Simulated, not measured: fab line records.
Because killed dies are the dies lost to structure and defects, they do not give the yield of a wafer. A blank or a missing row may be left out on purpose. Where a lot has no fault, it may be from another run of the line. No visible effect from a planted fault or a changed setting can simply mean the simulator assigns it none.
Split-lot experiment    flow n5 finfet    route with 1938 steps; 7 lots, 21 wafers read

THE SPLIT ITSELF
At N5_BEOL_M8_HM_DEP_02 (deposits TiN, target thk 20 nm), the setting target thk a was moved away from the recipe's 200 angstrom on 11 of the 21 wafers read, by -12.2% to +13.5%. The other wafers ran this setting at the recipe's value.

FROM THE SPLIT TO THE READING: what the file shows between them, 4 steps
- N5_BEOL_M8_COAT_59: time 60 s, resist thk 100 nm
- N5_BEOL_M8_COAT_60: time 60 s, resist thk 35 nm
- N5_BEOL_M8_STRIP_68: strips in N2/H2
- N5_BEOL_M8_STRIP_67: strips in CF4

THE READING
etch.depth nm (the simulator's own value, which no gauge read), in nm, at N5_BEOL_M8_HM_OPEN_17 (chemistry Cl2/BCl3, target TiN, target depth 20 nm, overetch 6 nm). The file gives no usual value for it. Average 20.06 nm, standard deviation 0.17 nm, over the 10 wafers here run with the recipe.

wafer   tool, chamber at the split  target thk a as run, angstrom  against the recipe  etch.depth nm, nm  against lot-mates on the recipe
L074.1  pvd sputter-02, -           200                            recipe              20.07              -
L074.2  pvd sputter-02, -           193.2                          -3.4%               19.45              -0.62
L074.4  pvd sputter-02, -           193.2                          -3.4%               19.55              -0.52
L075.3  pvd sputter-02, -           225.5                          +12.7%              22.65              +2.63
L075.4  pvd sputter-02, -           225.5                          +12.7%              22.77              +2.75
L075.5  pvd sputter-02, -           200                            recipe              20.02              -
L076.1  pvd sputter-03, -           200                            recipe              19.91              -
L076.4  pvd sputter-03, -           175.6                          -12.2%              17.34              -2.57
L076.5  pvd sputter-03, -           175.6                          -12.2%              17.46              -2.45
L077.1  pvd sputter-01, -           200                            recipe              20.14              -
L077.3  pvd sputter-01, -           200                            recipe              20.39              -
L077.6  pvd sputter-01, -           200                            recipe              20.1               -
L080.4  pvd sputter-01, -           211.4                          +5.7%               21.24              +1.11
L080.5  pvd sputter-01, -           200                            recipe              20.21              -
L080.6  pvd sputter-01, -           200                            recipe              20.06              -
L083.1  pvd sputter-01, -           200                            recipe              19.95              -
L083.2  pvd sputter-01, -           219.8                          +9.9%               21.74              +1.79
L083.6  pvd sputter-01, -           219.8                          +9.9%               22                 +2.05
L090.4  pvd sputter-02, -           226.9                          +13.5%              22.53              +2.79
L090.5  pvd sputter-02, -           226.9                          +13.5%              22.46              +2.72
L090.6  pvd sputter-02, -           200                            recipe              19.74              -

FIT RESULTS
A straight line over all 21 wafers: etch.depth nm changes by +0.199 nm for each +1% of target thk a; r = +0.99; the points scatter about the line by 0.18 nm.
The same after taking each lot's own level away (the mean of its wafers on the recipe; 21 wafers): +0.204 nm for each +1%; r = +1.00; scatter 0.099 nm.
That fit puts the effect of the largest move of target thk a on the reading at 2.7 nm.
Measured against the standard deviation above, the lots' own levels, which go from 19.740 to 20.210 nm, span 2.8 times it.
The two slopes agree, so the slope changes little with the lot-to-lot level.
Check: +2.74 nm against its lot-mates is what the line predicts for one of the wafers moved furthest among these (+13.5%) when that wafer is left out of the fit. It came out at +2.79 nm against them.

THESE WAFERS: OTHER SPLITS
Note: prior to the reading, these wafers also went through further splits. Each is held against what the fit with the lots' levels taken away leaves over:
other split on the same wafers  wafers away from the commonest value  r with etch.depth nm (lot level and that fit taken away)
N5_BEOL_M7_ILD_DEP_00 time s    11                                    +0.09
N5_BEOL_M7_EXPOSE_08 dose mj    8                                     -0.03

THE WHOLE CHAIN: every reading that the file lists as answering this split, in the file's order
step                   what it does                                                       reading                                                                           change (the file's fit)                r (the file's)
N5_BEOL_M8_HM_DEP_02   deposits TiN, target thk 20 nm                                     TiN_of_BEOL_M8_HM_DEP_02.thk nm (the simulator's own value, which no gauge read)  +0.204 nm for each +1% of the setting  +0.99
N5_BEOL_M8_HM_OPEN_17  chemistry Cl2/BCl3, target TiN, target depth 20 nm, overetch 6 nm  etch.depth nm (the simulator's own value, which no gauge read)                    +0.204 nm for each +1% of the setting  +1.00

THE FILE'S OWN FIT
etch.depth nm changes by +0.204 nm for each +1% of target thk a, r = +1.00.
